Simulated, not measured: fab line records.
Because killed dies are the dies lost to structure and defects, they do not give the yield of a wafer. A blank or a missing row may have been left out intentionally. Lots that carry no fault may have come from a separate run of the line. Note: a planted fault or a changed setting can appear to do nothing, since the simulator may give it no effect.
Chamber matching | flow n5-finfet | 3 sister chambers for N5_BEOL_M13_ILD_DEP_00 on pecvd-01
The step deposits SiOC from DEMS/O2, target thk 837.92 nm, time 166.4 s. 6 wafers are shown with their chamber, then 8 later ones without.

WAFERS PAIRED WITH THEIR CHAMBERS
wafer  | chamber | throttle-valve-pct (%) | heater-power-w (W)
L074.3 | 1       | 13.4                   | 430
L080.2 | 1       | 13.3                   | 447
L081.6 | 2       | 11.8                   | 386
L083.3 | 2       | 11.8                   | 382
L083.4 | 0       | 11.6                   | 522
L091.4 | 0       | 11.6                   | 440

WAFERS MISSING THEIR CHAMBER
wafer  | throttle-valve-pct (%) | heater-power-w (W)
L091.5 | 13.6                   | 406
L091.6 | 11.8                   | 306
L094.1 | 11.4                   | 437
L094.3 | 12.0                   | 382
L094.5 | 11.7                   | 527
L097.2 | 11.7                   | 342
L097.3 | 12.0                   | 358
L097.5 | 11.6                   | 484

THE CHAMBER EACH PASSED THROUGH
wafer  | from the rows above | in truth
L091.5 | 1                   | 1
L091.6 | 2                   | 2
L094.1 | 0                   | 0
L094.3 | 2                   | 2
L094.5 | 0                   | 0
L097.2 | 2                   | 2
L097.3 | 2                   | 2
L097.5 | 0                   | 0
Correctly placed: 8 of 8. Can't be placed from these rows: 0. Placed wrongly: 0.
How it was worked out, from the rows above alone: a wafer's distance from a chamber is the root of the sum, over the readings, of the square of ((its reading less the chamber's mean) divided by the reading's scatter). If the next closest chamber is less than 2 further off than the closest, the wafer can't be placed; otherwise it belongs to the closest. The mean given for a chamber averages the wafers shown for that chamber. The scatter: take each reading less its chamber's mean, square it, sum over the shown wafers, divide by the number of wafers less the number of chambers, and take the root.
